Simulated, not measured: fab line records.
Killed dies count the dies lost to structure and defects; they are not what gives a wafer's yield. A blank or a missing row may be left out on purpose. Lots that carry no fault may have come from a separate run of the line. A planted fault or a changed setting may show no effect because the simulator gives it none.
Which of the tools did it? ; flow nand harc ; 9 lots with 27 wafers sampled at 5 steps, on a route of 1302 steps

WHAT EACH GAUGE READ, for each wafer
NHARC_END_WLT_00.
lot;measured;on;VT_DECK1_TOP_INNER
L353;day 25 16:56;prober-01;0.885 0.889 0.897
L358;day 27 13:05;prober-02;0.899 0.896 0.894
L360;day 28 20:05;prober-02;0.900 0.895 0.906
L361;day 28 16:50;prober-01;0.896 0.906 0.900
L364;day 29 19:16;prober-02;0.893 0.893 0.896
L368;day 32 04:26;prober-01;0.967 0.980 0.972 0.973 0.964 0.982
L369;day 32 14:48;prober-01;0.962 0.971 0.983 0.968 0.978 0.980
L371;day 33 09:45;prober-02;0.972 0.969 0.966 0.962 0.966 0.971
L372;day 34 00:26;prober-01;0.899 0.897 0.902

WHICH TOOL RAN EACH LOT (tool, then ch and the chambers of the sampled wafers, then the start)
lot;NHARC_A_CHANNEL_HOLE_D1_ETCH_20;NHARC_A_CHANNEL_FILL_D1_ALD_14;NHARC_A_CHANNEL_FILL_D1_CVD_05;NHARC_A_DECK1_JOINT_ETCHBACK_07
L353;har etch-02 ch 0,1, day 10 06:51;ald hk-04 ch 0,1,3, day 10 19:52;lpcvd poly-04 ch 0, day 11 18:19;rie si-03 ch 0,1,3, day 12 15:40
L358;har etch-02 ch 0, day 12 05:26;ald hk-02 ch 0,1,2, day 12 22:50;lpcvd poly-02 ch 0, day 13 18:15;rie si-03 ch 2,3, day 14 15:15
L360;har etch-01 ch 0,1, day 13 04:52;ald hk-02 ch 0,1,2, day 13 17:44;lpcvd poly-01 ch 0, day 14 13:20;rie si-03 ch 0,1,3, day 15 10:20
L361;har etch-02 ch 0,1, day 13 06:38;ald hk-04 ch 0,2,3, day 13 17:47;lpcvd poly-01 ch 0, day 14 13:20;rie si-01 ch 0,1, day 15 10:20
L364;har etch-01 ch 0,1, day 14 16:37;ald hk-02 ch 0,3, day 15 05:00;lpcvd poly-02 ch 0, day 16 00:35;rie si-03 ch 2,3, day 16 21:35
L368;har etch-01 ch 0,1, day 16 08:40;ald hk-04 ch 0,2,3, day 16 21:27;lpcvd poly-01 ch 0, day 17 17:29;rie si-04 ch 1,2,3, day 18 14:35
L369;har etch-01 ch 0,1, day 16 21:35;ald hk-02 ch 0,1,3, day 17 10:23;lpcvd poly-01 ch 0, day 18 07:14;rie si-01 ch 1,3, day 19 04:30
L371;har etch-02 ch 0,1, day 17 18:36;ald hk-04 ch 0,1,2, day 18 07:20;lpcvd poly-01 ch 0, day 19 03:14;rie si-04 ch 1,3, day 20 00:25
L372;har etch-01 ch 0,1, day 18 05:35;ald hk-02 ch 0,2,3, day 18 19:27;lpcvd poly-04 ch 0, day 19 15:00;rie si-04 ch 1,2,3, day 20 10:04
- NHARC_A_CHANNEL_HOLE_D1_ETCH_20: etches the open film in C4F8/O2/Ar, time 361.9 s, target depth 1600 nm.
- NHARC_A_CHANNEL_FILL_D1_ALD_14: deposits SiO2, target thk 2.5 nm, pulse time 10 s, ald cycles 25.
- NHARC_A_CHANNEL_FILL_D1_CVD_05: deposits poly-Si, target thk 5 nm.
- NHARC_A_DECK1_JOINT_ETCHBACK_07: etches the open film in HBr, target depth 105 nm, time 26.9 s.

THE ANSWER, worked out from the rows above alone
Rule: the usual values come from the lots themselves. The widest of any qualifying gaps counts: lots, ordered by their means at a reading, are off when they make up no more than a third of the lots, leave a main group of 4 or more, and stand apart from it by 3 or more times the standard deviation of that group's means. Not used: any main group whose means are identical at the precision the tables above print for the reading. Also off: a lot with no number at a reading for which 4 or more lots have one. All remaining lots with rows at the step are treated as sound.
Off: L368, L369, L371, seen at NHARC_END_WLT_00 (VT_DECK1_TOP_INNER). Main group: mean 0.897, sd 0.0037.
A tool fits if, at a process step before that reading, it ran every lot that is off, and no sound lot after the first of them. Gauges at NHARC_END_WLT_00: tried the same way as those tools. One fits: lpcvd poly-01 at NHARC_A_CHANNEL_FILL_D1_CVD_05. Its last sound lot is L360 (day 14 13:20), its first lot that is off L368 (day 17 17:29): a fault that began between those two fits.

WHAT THE SIMULATOR HAD PUT IN
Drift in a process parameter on lpcvd poly-01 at NHARC_A_CHANNEL_FILL_D1_CVD_05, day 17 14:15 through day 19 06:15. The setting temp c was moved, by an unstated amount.
Shown lots that were struck: L368, L369, L371. This agrees with what the rule above found.
